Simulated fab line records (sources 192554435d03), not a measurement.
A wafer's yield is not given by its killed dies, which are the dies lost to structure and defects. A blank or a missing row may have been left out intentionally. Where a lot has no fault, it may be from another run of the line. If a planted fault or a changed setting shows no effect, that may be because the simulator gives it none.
fab line records + flow n5Finfet
record:
- lots: 4
- wafers: 12
- lastDay: 17
route steps=1938 shown BEOL_M10@1527 BEOL_M11@1536 PASSIVATION@1936
lots with no fault: from the same line, run without faults
startH: hours from the record's opening day to when the first of the lot's shown wafers began + waitH: how many hours have passed since the lot's step before this one + " repeats the value in the row above + L1.1+2: one row covering several wafers at once + - no value, or no start given + * or withheld: withheld + < > ~ a bound
route shown NAME@n: NAME is a module with steps in the file, n the number in the route of the first one + usual: mean and standard deviation over wafers with no fault + same: alike in all rows + chamber/n: place in a boat + sites: per-site readings + _std_site: standard deviation across them + _edge_site: the outer-site mean with the inner-site mean subtracted + radiusMm: how far each site lies from the wafer's centre + mask NAME#n: copy n + behind: the tool/chamber that last shaped the wafer + hold: the reason the lot was held/the length of the hold in hours/how it ended + device: the n, p or np transistor that did not switch + end of line: tests of these same wafers at the route's end + where a step has no rows: the recipe by itself + killed: count of dies lost to structure and defects at first sort (not the wafer's yield) + map: shows each die of a wafer: x if killed, . if not, _ if none is there
set.NAME: the setting the step ran with; set.NAME@STEP: the setting that earlier step ran with + model.NAME: the simulator's own value behind a step, which no gauge read
lots seen at some steps along the route; tables by step, rows by wafer
services: the hour from which a tool's chamber was out of use, counted from the record's first day as startH (under 0 if before that day), plus the number of hours and why
== steps ==
step: N5_BEOL_M10_SPUTTER_48
recipe:
- material: Cu
- targetThkA: 120
- tempC: -20
- biasV: 60
- powerW: 26000
- chamberPressurePa: 0.13
- timeS: 2
step: N5_BEOL_M10_ECD_50
recipe:
- material: Cu
- targetThkA: 3180
step: N5_BEOL_M10_ANNEAL_51
recipe:
- tempC: 225
- timeS: 90
- ambient: N2
step: N5_BEOL_M10_CMP_52
recipe:
- stopOn: SiCOH_lowk
- tOverpolishS: 7
- downForcePsi: 1
- platenRpm: 50
- clearingPlatenDownForcePsi: 1.5
- clearingPlatenRpm: 50
- postCmpClean: cuAlkaline
- targetThkNm: 140
- clearingPlatenPadVelocityMS: 0.99484
- padVelocityMS: 0.99484
step: N5_BEOL_M10_PRE_CLEAN_55
recipe:
- gas: NH3
- timeS: 15
- tempC: withheld
- rfPowerW: 300
step: N5_BEOL_M10_DEP_56
recipe:
- material: SiCN
- targetThkA: 150
- tempC: withheld
- precursor: 3MS/NH3
- pressureTorr: 3
- rfW: 202
- timeS: 26.5
step: N5_BEOL_M11_ILD_DEP_00
recipe:
- material: SiCOH_lowk
- targetThkA: 3085.1
- tempC: 300
- precursor: DEMS/porogen
- pressureTorr: 5
- rfW: 500
- timeS: 58
step: N5_BEOL_M11_CURE_71
recipe:
- tempC: 385
- timeS: 240
- ambient: He/Ar
- material: SiCOH_lowk
step: N5_BEOL_M11_PECVD_70
recipe:
- material: SiO2
- targetThkA: 200
- tempC: 400
- precursor: TEOS/O2
- pressureTorr: 5.5
- rfW: 450
- teosFlowSccm: 53.8
- gas: O2
- flowSccm: 3000
- timeS: 22.7
usual:
- chamberPressureTorr: 5.498/0.013
- heaterPowerW: 704/100
- showerheadPlenumPTorr: 8.75/0.068
- susceptorTempC: 399.99/0.21
- throttleValvePct: 22.6/2.2
| lot.wafer | tool     | chamber | startH | waitH | chamberPressureTorr | heaterPowerW | showerheadPlenumPTorr | susceptorTempC | throttleValvePct | model.SiO2_of_BEOL_M11_PECVD_70.thkNm |
|-----------|----------|---------|--------|-------|---------------------|--------------|-----------------------|----------------|------------------|---------------------------------------|
| L210.1    | pecvd-04 | 0       | 269.47 | 0.0   | 5.488               | 676          | 8.74                  | 400.03         | 22.3             | 19.6                                  |
| L210.4    | "        | 0       | "      | "     | 5.496               | 678          | 8.76                  | 400.16         | 22.2             | 20                                    |
| L210.5    | "        | 2       | "      | "     | 5.498               | 746          | 8.67                  | 399.79         | 21.9             | 19.8                                  |
| L217.4    | pecvd-04 | 2       | 302.28 | 0.1   | 5.499               | 724          | 8.66                  | 385.37         | 21.9             | 21.6                                  |
| L217.5    | "        | 0       | "      | "     | 5.512               | 610          | 8.75                  | 385.69         | 22.4             | 22.2                                  |
| L217.6    | "        | 1       | "      | "     | 5.495               | 515          | 8.79                  | 385.58         | 22.6             | 21.4                                  |
| L221.2    | pecvd-04 | 0       | 326.79 | 0.0   | 5.491               | 629          | 8.75                  | 385.12         | 22.3             | 21.8                                  |
| L221.3    | "        | 2       | "      | "     | 5.506               | 751          | 8.67                  | 386.21         | 22.0             | 21.6                                  |
| L221.4    | "        | 1       | "      | "     | 5.495               | 513          | 8.79                  | 385.30         | 22.5             | 21.8                                  |
| L226.1    | pecvd-03 | 0       | 362.65 | 0.0   | 5.480               | 693          | 8.75                  | 400.13         | 27.4             | 19.6                                  |
| L226.2    | "        | 1       | "      | "     | 5.509               | 619          | 8.65                  | 399.79         | 23.4             | 20.2                                  |
| L226.5    | "        | 2       | "      | "     | 5.487               | 776          | 8.72                  | 400.36         | 20.3             | 20.2                                  |
step: N5_BEOL_M11_HM_DEP_02
recipe:
- material: TiN
- targetThkA: 200
- tempC: 25
- chamberPressurePa: 0.49996
step: N5_BEOL_M11_COAT_59
recipe:
- resist: SOC
- tempC: 250
- timeS: 60
- spinRpm: 1500
- resistThkNm: 100
step: N5_BEOL_M11_COAT_60
recipe:
- resist: SiARC
- tempC: 220
- timeS: 60
- spinRpm: 1500
- resistThkNm: 30
step: N5_BEOL_M11_COAT_05
recipe:
- resist: CAR-ArF
- spinRpm: 1500
- resistThkNm: 90
step: N5_BEOL_M11_EBR_07
recipe:
- solvent: PGMEA
- ebrWidthMm: 1.5
step: N5_BEOL_M11_SOFTBAKE_06
recipe:
- tempC: 110
- timeS: 60
- resist: CAR-ArF
step: N5_BEOL_M11_EXPOSE_08
recipe:
- maskId: M11
- na: 1.35
- sourceShape: dipole
- sigmaInner: 0.411
- sigmaOuter: 0.611
- polarization: te
- doseMj: 53.75
step: N5_BEOL_M11_PEB_09
recipe:
- pebTempC: withheld
- pebTimeS: 60
- resist: CAR-ArF
step: N5_BEOL_M11_DEVELOP_10
recipe:
- developTimeS: 30
- developer: TMAH
- resist: CAR-ArF
- rinseLiquid: diw
- dry: airSpin
- devTempC: 23
step: N5_BEOL_M11_DESCUM_16
recipe:
- chemistry: O2
- timeS: 7.9
- sourcePowerW: 50
- biasPowerW: 20
- pressureMtorr: 20
- rfFrequencyHz: 2.712e+07
- tempC: 40
- resist: CAR-ArF
- o2FlowSccm: 225
step: N5_BEOL_M11_ETCH_61
recipe:
- chemistry: CF4
- target: SiARC
- targetDepthA: 390
- maskMaterial: CAR-ArF
- timeS: 65
- ionEnergyEv: 80
- pressureMtorr: 40
- sourceW: 545
- biasW: 36
- Ar_flow_sccm: 100
- cf4FlowSccm: 100
- ends: cleared
step: N5_BEOL_M11_ETCH_62
recipe:
- chemistry: N2/H2
- target: SOC
- targetDepthA: 1100
- overetchA: 220
- maskMaterial: SiARC
- tempC: 40
- timeS: 165
- ionEnergyEv: 200
- pressureMtorr: 30
- sourceW: 840
- biasW: 150
- n2FlowSccm: 200
- h2FlowSccm: 200
step: N5_BEOL_M11_STRIP_68
recipe:
- chemistry: N2/H2
- tempC: 40
- n2FlowSccm: 200
- h2FlowSccm: 200
- rfFrequencyHz: 6e+07
step: N5_BEOL_M11_STRIP_67
recipe:
- chemistry: CF4
- resist: SiARC
- powerW: 300
- biasPowerW: 75
- pressureMtorr: 50
- cf4FlowSccm: 150
- rfFrequencyHz: 6e+07
step: N5_BEOL_M11_HM_OPEN_17
recipe:
- chemistry: Cl2/BCl3
- targetDepthA: 200
- overetchA: 60
- target: TiN
- maskMaterial: SOC
- ionEnergyEv: 150
- pressureMtorr: 10
- icpW: 1000
- biasW: 126
- Cl2_flow_sccm: 53.25
- bcl3FlowSccm: 21.75
- Ar_flow_sccm: 25
step: N5_BEOL_M11_STRIP_19
recipe:
- chemistry: O2
- powerW: 400
- tempC: 40
- pressureMtorr: 30
- rfFrequencyHz: 6e+07
- biasPowerW: 0
- overashFraction: 0.2
- o2FlowSccm: 225
step: N5_BEOL_M11_COAT_63
recipe:
- resist: SOC
- tempC: 250
- timeS: 60
- spinRpm: 1500
- resistThkNm: 100
step: N5_BEOL_M11_COAT_64
recipe:
- resist: SiARC
- tempC: 220
- timeS: 60
- spinRpm: 1500
- resistThkNm: 30
step: N5_BEOL_M11_COAT_22
recipe:
- resist: CAR-ArF
- spinRpm: 1500
- resistThkNm: 90
step: N5_BEOL_M11_EBR_24
recipe:
- solvent: PGMEA
- ebrWidthMm: 1.5
step: N5_BEOL_M11_SOFTBAKE_23
recipe:
- tempC: 110
- timeS: 60
- resist: CAR-ArF
step: N5_BEOL_M11_EXPOSE_25
recipe:
- maskId: V10
- na: 1.35
- sourceShape: annular
- sigmaInner: 0.5
- sigmaOuter: 0.8
- polarization: unpolarized
- doseMj: 85.5
step: N5_BEOL_M11_PEB_26
recipe:
- pebTempC: withheld
- pebTimeS: 60
- resist: CAR-ArF
step: N5_BEOL_M11_DEVELOP_27
recipe:
- developTimeS: 30
- developer: TMAH
- resist: CAR-ArF
- rinseLiquid: diw
- dry: airSpin
- devTempC: 23
step: N5_BEOL_M11_HM_STRIP_39
recipe:
- chemistry: peroxideTinStrip
- material: TiN
- targetDepthA: 250
- tempC: 50
- timeS: 158
usual:
- bathHeatDutyPct: 7.2/0.93
| lot.wafer | tool        | chamber | startH | waitH | bathHeatDutyPct | model.SiO2_of_BEOL_M11_PECVD_70.thkNm |
|-----------|-------------|---------|--------|-------|-----------------|---------------------------------------|
| L210.1    | wetBench-05 | 0       | 272.92 | 0.0   | 7.6             | 19.4                                  |
| L210.4    | "           | 3       | "      | "     | 6.9             | 19.8                                  |
| L210.5    | "           | 5       | "      | "     | 6.5             | 19.6                                  |
| L217.4    | wetBench-01 | 0       | 305.76 | 0.0   | 8.1             | 21.4                                  |
| L217.5    | "           | 7       | "      | "     | 6.9             | 22                                    |
| L217.6    | "           | 1       | "      | "     | 7.3             | 21.4                                  |
| L221.2    | wetBench-05 | 2       | 330.75 | 0.0   | 6.4             | 21.6                                  |
| L221.3    | "           | 5       | "      | "     | 6.9             | 21.6                                  |
| L221.4    | "           | 6       | "      | "     | 8.4             | 21.6                                  |
| L226.1    | wetBench-01 | 6       | 366.97 | 0.0   | 7.4             | 19.4                                  |
| L226.2    | "           | 5       | "      | "     | 5.7             | 20                                    |
| L226.5    | "           | 3       | "      | "     | 7.5             | 20                                    |
step: N5_BEOL_M11_CMP_52
recipe:
- stopOn: SiCOH_lowk
- tOverpolishS: 7
- downForcePsi: 1
- platenRpm: 50
- clearingPlatenDownForcePsi: 1.5
- clearingPlatenRpm: 50
- postCmpClean: cuAlkaline
- targetThkNm: 140
- clearingPlatenPadVelocityMS: 0.99484
- padVelocityMS: 0.99484
usual:
- barrierFieldEndpointS: 28.6/0.82
- clearingPlatenRpm: 50.003/0.028
- motorCurrentA: 6.2/0.72
| lot.wafer | tool   | chamber | startH | waitH | barrierFieldEndpointS | clearingPlatenRpm | motorCurrentA |
|-----------|--------|---------|--------|-------|-----------------------|-------------------|---------------|
| L210.1    | cmp-02 | 2       | 275.46 | 0.3   | 27.4                  | 50.040            | 6.2           |
| L210.4    | "      | 1       | "      | "     | 29.2                  | 50.018            | 7.2           |
| L210.5    | "      | 2       | "      | "     | 27.4                  | 50.005            | 6.2           |
| L217.4    | cmp-02 | 2       | 307.90 | 0.2   | 30.1                  | 49.972            | 5.9           |
| L217.5    | "      | 1       | "      | "     | 32.8                  | 49.981            | 7.1           |
| L217.6    | "      | 2       | "      | "     | 30.4                  | 49.979            | 6.5           |
| L221.3    | cmp-03 | 3       | 332.95 | 0.2   | 31.4                  | 50.034            | 6.0           |
| L221.4    | "      | 0       | "      | "     | 30.9                  | 49.983            | 8.0           |
| L221.2    | "      | 2       | "      | "     | 30.3                  | 49.971            | 6.9           |
| L226.2    | cmp-04 | 0       | 371.21 | 0.3   | 29.0                  | 50.009            | 5.8           |
| L226.1    | "      | 2       | "      | "     | 27.7                  | 49.992            | 5.5           |
| L226.5    | "      | 0       | "      | "     | 29.4                  | 50.007            | 6.0           |
step: N5_PASSIVATION_PROBE_49
usual:
- defectLimitedYield: 91.7/1.4
- killed_at_M0_to_M3: 31/11
- killed_at_M4_up: 13/4.6
- killedAtContacts: 13/6.7
- killedAtFrontEnd: 39/9.6
- killedAtOther: 3.5/2.8
- killedDies: 98/16
- killedOpen: 64/11
- killedShort: 33/8.5
- sort_bin_4_leakage: 0.00/0.032
- sort_bin_5_function: 4.9/0.96
- sort_bin_6_memory: 3.1/0.59
- sort_bin_8_speed: 0.2/1.3
- sortNPass: 1080/23
same:
- grossDies: 1180
- killedAtBackSide: 0
| lot.wafer | tool      | chamber | startH | waitH | defectLimitedYield[%] | killed_at_M0_to_M3 | killed_at_M4_up | killedAtContacts | killedAtFrontEnd | killedAtOther | killedDies | killedOpen | killedShort | sort_bin_4_leakage[%] | sort_bin_5_function[%] | sort_bin_6_memory[%] | sort_bin_8_speed[%] | sortNPass |
|-----------|-----------|---------|--------|-------|-----------------------|--------------------|-----------------|------------------|------------------|---------------|------------|------------|-------------|-----------------------|------------------------|----------------------|---------------------|-----------|
| L210.1    | prober-01 | -       | 319.15 | 0.0   | 90.8                  | 36                 | 11              | 10               | 44               | 8             | 109        | 73         | 36          | 0                     | 5.3                    | 3.5                  | 0                   | 1071      |
| L210.4    | prober-01 | -       | 319.30 | 0.2   | 91.4                  | 30                 | 7               | 15               | 44               | 5             | 101        | 65         | 36          | 0                     | 5.3                    | 3.2                  | 0                   | 1079      |
| L210.5    | prober-01 | -       | 319.35 | 0.2   | 93.1                  | 22                 | 8               | 11               | 33               | 8             | 82         | 59         | 23          | 0                     | 3.6                    | 3.1                  | 0                   | 1098      |
| L221.2    | prober-02 | -       | 375.32 | 0.1   | 88.8                  | 51                 | 17              | 15               | 49               | 0             | 132        | 86         | 44          | 0.34                  | 6.9                    | 3.6                  | 0                   | 1044      |
| L221.3    | prober-02 | -       | 375.37 | 0.1   | 91.5                  | 51                 | 12              | 5                | 32               | 0             | 100        | 73         | 25          | 0                     | 4.8                    | 3.5                  | 0                   | 1080      |
| L221.4    | prober-02 | -       | 375.42 | 0.2   | 92.1                  | 36                 | 14              | 10               | 33               | 0             | 93         | 61         | 25          | 0                     | 5.2                    | 2.7                  | 0                   | 1087      |
| L226.1    | prober-01 | -       | 414.37 | 0.2   | 90.1                  | 28                 | 10              | 24               | 50               | 5             | 117        | 86         | 31          | 0                     | 6.4                    | 3.1                  | 0                   | 1063      |
| L226.2    | prober-01 | -       | 414.42 | 0.2   | 91.0                  | 29                 | 19              | 7                | 48               | 3             | 106        | 78         | 28          | 0                     | 5.5                    | 3.3                  | 15.0                | 897       |
| L226.5    | prober-01 | -       | 414.57 | 0.4   | 92.7                  | 21                 | 16              | 11               | 34               | 4             | 86         | 66         | 19          | 0                     | 4.7                    | 2.4                  | 0                   | 1094      |
killed by level:class
L210.1 BEOL_M1:geometricParticle:open=12 GATE_CUT:geometricParticle:short=9 BEOL_M0:geometricParticle:open=9 FIN_SAQP:geometricParticle:short=7 STI_FIN_REVEAL:geometricParticle:open=7 MOL_CONTACT_COAG:geometricParticle:open=7 GATE_CUT:geometricParticle:open=5 BEOL_M1:geometricParticle:short=5
L210.4 MOL_CONTACT_COAG:geometricParticle:open=13 GATE_CUT:geometricParticle:short=8 STI_FIN_REVEAL:geometricParticle:open=7 DUMMY_GATE:geometricParticle:open=6 BEOL_M3:geometricParticle:open=6 GATE_CUT:geometricParticle:open=5 BEOL_M0:geometricParticle:open=5 BEOL_M1:geometricParticle:short=5
L210.5 MOL_CONTACT_COAG:geometricParticle:open=9 BEOL_M0:geometricParticle:open=5 STI_FIN_REVEAL:geometricParticle:open=5 DUMMY_GATE:geometricParticle:open=5 BEOL_M3:geometricParticle:short=5 BEOL_M4:geometricParticle:open=5 FIN_SAQP:geometricParticle:open=4 GATE_CUT:geometricParticle:open=4
L221.2 FIN_SAQP:geometricParticle:open=18 FIN_SAQP:geometricParticle:short=13 BEOL_M1:geometricParticle:open=13 MOL_CONTACT_COAG:geometricParticle:open=9 BEOL_M0_SAQP:geometricParticle:short=8 BEOL_M0_SAQP:geometricParticle:open=7 MOL_CONTACT_COAG:geometricParticle:short=6 BEOL_M5:geometricParticle:open=6
L221.3 BEOL_M1:geometricParticle:open=16 BEOL_M0_SAQP:geometricParticle:open=14 FIN_SAQP:geometricParticle:short=7 STI_FIN_REVEAL:geometricParticle:open=7 BEOL_M0_SAQP:geometricParticle:short=7 BEOL_M4:geometricParticle:open=6 FIN_SAQP:geometricParticle:open=5 MOL_CONTACT_COAG:geometricParticle:open=5
L221.4 BEOL_M0_SAQP:geometricParticle:open=10 FIN_SAQP:geometricParticle:open=9 MOL_CONTACT_COAG:geometricParticle:open=9 BEOL_M0_SAQP:geometricParticle:short=9 BEOL_M2:geometricParticle:open=7 STI_FIN_REVEAL:geometricParticle:open=6 BEOL_M1:geometricParticle:open=4 BEOL_M4:geometricParticle:open=4
L226.1 STI_FIN_REVEAL:geometricParticle:open=18 MOL_CONTACT_COAG:geometricParticle:open=16 FIN_SAQP:geometricParticle:open=10 MOL_CONTACT_COAG:geometricParticle:short=8 BEOL_M3:geometricParticle:open=7 BEOL_M4:geometricParticle:open=7 BEOL_M2:geometricParticle:open=6 FIN_SAQP:geometricParticle:short=5
L226.2 STI_FIN_REVEAL:geometricParticle:open=20 BEOL_M4:geometricParticle:open=12 FIN_SAQP:geometricParticle:open=10 BEOL_M0:geometricParticle:short=7 MOL_CONTACT_COAG:geometricParticle:open=7 FIN_SAQP:geometricParticle:short=5 BEOL_M0_SAQP:geometricParticle:open=5 BEOL_M2:geometricParticle:open=5
L226.5 STI_FIN_REVEAL:geometricParticle:open=9 MOL_CONTACT_COAG:geometricParticle:open=9 BEOL_M4:geometricParticle:open=9 BEOL_M2:geometricParticle:open=8 FIN_SAQP:geometricParticle:open=5 BEOL_M3:geometricParticle:open=5 STI_FIN_REVEAL:geometricParticle:short=5 GATE_CUT:geometricParticle:open=4
== services ==
| tool     | chamber | startH | hours | kind                          |
|----------|---------|--------|-------|-------------------------------|
| pecvd-03 | -       | 247.71 | 5.3   | repair                        |
| cmp-02   | -       | 248.06 | 0.8   | repair                        |
| cmp-04   | -       | 248.72 | 3.4   | repair                        |
| cmp-02   | -       | 252.76 | 2.7   | repair                        |
| cmp-02   | -       | 263.10 | 2.0   | repair                        |
| cmp-04   | -       | 269.35 | 4.0   | pm                            |
| cmp-04   | -       | 273.35 | -     | consumableReplace:conditioner |
| cmp-04   | -       | 273.35 | -     | consumableReplace:pad         |
| cmp-03   | -       | 281.13 | 8.0   | repair                        |
| cmp-04   | -       | 284.46 | 6.0   | pm                            |
| pecvd-03 | 1       | 300.78 | 2.8   | repair                        |
| cmp-02   | -       | 303.32 | 1.6   | repair                        |
| cmp-02   | -       | 307.52 | 0.3   | repair                        |
| cmp-02   | -       | 315.83 | 4.0   | pm                            |
| cmp-02   | -       | 319.83 | -     | consumableReplace:conditioner |
| cmp-02   | -       | 319.83 | -     | consumableReplace:pad         |
| cmp-02   | -       | 319.83 | 4.8   | pm                            |
| pecvd-03 | 1       | 322.46 | 12.9  | repair                        |
| cmp-04   | -       | 330.87 | 1.7   | repair                        |
| pecvd-04 | -       | 350.00 | 0.5   | repair                        |
| cmp-03   | -       | 350.24 | 3.0   | pm                            |
== key ==
firstSign:
- step: N5_BEOL_M11_PECVD_70
- reading: susceptorTempC
- direction: down
- sigmas: 69
- usual: *
- struck: *
effect:
- step: N5_BEOL_M11_CMP_52
- reading: barrierFieldEndpointS
- direction: up
- sigmas: 2.9
- usual: 28.6
- struck: 31.0
modelEffect:
- step: N5_BEOL_M11_PECVD_70
- value: SiO2_of_BEOL_M11_PECVD_70.thkNm
- without: 19.87
- struck: 21.73
modelEffect:
- step: N5_BEOL_M11_HM_STRIP_39
- value: SiO2_of_BEOL_M11_PECVD_70.thkNm
- without: 19.7
- struck: 21.6
metAt N5_BEOL_M11_PECVD_70
struckWafers L217.4,L217.5,L217.6,L221.2,L221.3,L221.4
onsetBetween 269.47 302.28
fault:
- kind: processParameterDrift
- tool: pecvd-04
- chamber: -
- onsetH: 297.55
- steps: N5_BEOL_M11_PECVD_70
- channel: tempC
- offset: *
- shape: step
- endH: 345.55
- actsIn: *
- stated: *
